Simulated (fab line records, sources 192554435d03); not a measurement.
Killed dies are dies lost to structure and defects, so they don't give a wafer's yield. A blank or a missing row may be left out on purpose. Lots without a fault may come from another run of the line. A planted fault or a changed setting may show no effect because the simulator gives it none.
Split-lot experiment | flow n5_finfet | 7 lots, 39 wafers read, on a route of 1938 steps

THE SPLIT
At N5_MOL_CONTACT_COAG_EXPOSE_37 (exposes mask VD, defocus 0 nm), the setting dose_mj was moved away from the recipe's 62 on 9 of the 39 wafers read, by -6.3% to +7.9%. The other wafers ran this setting at the recipe's value.

FROM THE SPLIT TO THE READING: what the file shows between them, 2 steps
- N5_MOL_CONTACT_COAG_PEB_38: peb time 60 s
- N5_MOL_CONTACT_COAG_DEVELOP_39: develop time 30 s

THE READING
cd_nm, in nm, at N5_MOL_CONTACT_COAG_CD_MEAS_40 (target cd 25.1 nm). Fault-free wafers of this fab line usually give 25.16 nm, standard deviation 0.26 nm.

wafer  | tool, chamber at the split | dose_mj as run | against the recipe | cd_nm, nm | against lot-mates on the recipe
L077.1 | euv_scanner-01, 0          | 62             | recipe             | 24.86     | -
L077.2 | euv_scanner-01, 0          | 62             | recipe             | 25.04     | -
L077.3 | euv_scanner-01, 0          | 62             | recipe             | 25.08     | -
L077.4 | euv_scanner-01, 0          | 62             | recipe             | 25.15     | -
L077.5 | euv_scanner-01, 0          | 62             | recipe             | 24.80     | -
L077.6 | euv_scanner-01, 0          | 62             | recipe             | 25.29     | -
L082.2 | euv_scanner-01, 0          | 62             | recipe             | 25.33     | -
L082.5 | euv_scanner-01, 0          | 62             | recipe             | 24.68     | -
L082.6 | euv_scanner-01, 0          | 62             | recipe             | 25.46     | -
L083.1 | euv_scanner-02, 0          | 62             | recipe             | 25.28     | -
L083.2 | euv_scanner-02, 0          | 62             | recipe             | 25.45     | -
L083.3 | euv_scanner-02, 0          | 62             | recipe             | 25.01     | -
L083.4 | euv_scanner-02, 0          | 62             | recipe             | 25.30     | -
L083.5 | euv_scanner-02, 0          | 62             | recipe             | 25.05     | -
L083.6 | euv_scanner-02, 0          | 62             | recipe             | 25.07     | -
L084.1 | euv_scanner-02, 0          | 58.07          | -6.3%              | 24.00     | -1.18
L084.2 | euv_scanner-02, 0          | 58.07          | -6.3%              | 24.25     | -0.93
L084.3 | euv_scanner-02, 0          | 62             | recipe             | 25.30     | -
L084.4 | euv_scanner-02, 0          | 62             | recipe             | 25.46     | -
L084.5 | euv_scanner-02, 0          | 58.07          | -6.3%              | 23.83     | -1.35
L084.6 | euv_scanner-02, 0          | 62             | recipe             | 24.78     | -
L085.1 | euv_scanner-02, 0          | 62             | recipe             | 25.10     | -
L085.2 | euv_scanner-02, 0          | 62             | recipe             | 25.17     | -
L085.3 | euv_scanner-02, 0          | 62             | recipe             | 25.26     | -
L085.4 | euv_scanner-02, 0          | 62             | recipe             | 24.92     | -
L085.5 | euv_scanner-02, 0          | 62             | recipe             | 24.95     | -
L085.6 | euv_scanner-02, 0          | 62             | recipe             | 25.43     | -
L088.1 | euv_scanner-01, 0          | 66.91          | +7.9%              | 26.56     | +1.49
L088.2 | euv_scanner-01, 0          | 66.91          | +7.9%              | 26.20     | +1.13
L088.3 | euv_scanner-01, 0          | 62             | recipe             | 24.86     | -
L088.4 | euv_scanner-01, 0          | 62             | recipe             | 25.52     | -
L088.5 | euv_scanner-01, 0          | 62             | recipe             | 24.83     | -
L088.6 | euv_scanner-01, 0          | 66.91          | +7.9%              | 26.59     | +1.52
L089.1 | euv_scanner-02, 0          | 62             | recipe             | 25.23     | -
L089.2 | euv_scanner-02, 0          | 60.39          | -2.6%              | 24.69     | -0.61
L089.3 | euv_scanner-02, 0          | 60.39          | -2.6%              | 24.71     | -0.59
L089.4 | euv_scanner-02, 0          | 60.39          | -2.6%              | 24.26     | -1.04
L089.5 | euv_scanner-02, 0          | 62             | recipe             | 25.31     | -
L089.6 | euv_scanner-02, 0          | 62             | recipe             | 25.36     | -

THE FIT
A straight line over all 39 wafers: cd_nm changes by +0.173 nm for each +1% of dose_mj; r = +0.91; the points scatter about the line by 0.23 nm.
The same after taking each lot's own level away (the mean of its wafers on the recipe; 39 wafers): +0.184 nm for each +1%; r = +0.92; scatter 0.23 nm.
On that fit, the largest move of dose_mj shifts the reading by 1.5 nm.
The lots' own levels span 25.037 to 25.300 nm, that is 1.0 times the standard deviation above.
So the lot-to-lot level changes the slope little: the two slopes agree.
Check: with one of the wafers moved furthest among these (+7.9%) left out of the fit, the line predicts +1.41 nm for it against its lot-mates. It came out at +1.49 nm against them.

OTHER SPLITS ON THESE WAFERS
These wafers also went through other splits before the reading. Each is held against what the fit with the lots' levels taken away leaves over:
other split on the same wafers    | wafers away from the commonest value | r with cd_nm (lot level and that fit taken away)
N5_WELL_APT_IMPLANT_31 energy_kev | 15                                   | +0.01
N5_DUMMY_GATE_EXPOSE_12 dose_mj   | 12                                   | +0.07
N5_GATE_CUT_ETCH_58 bias_w        | 12                                   | +0.08

THE FILE'S OWN FIT
cd_nm changes by +0.184 nm for each +1% of dose_mj, r = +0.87.
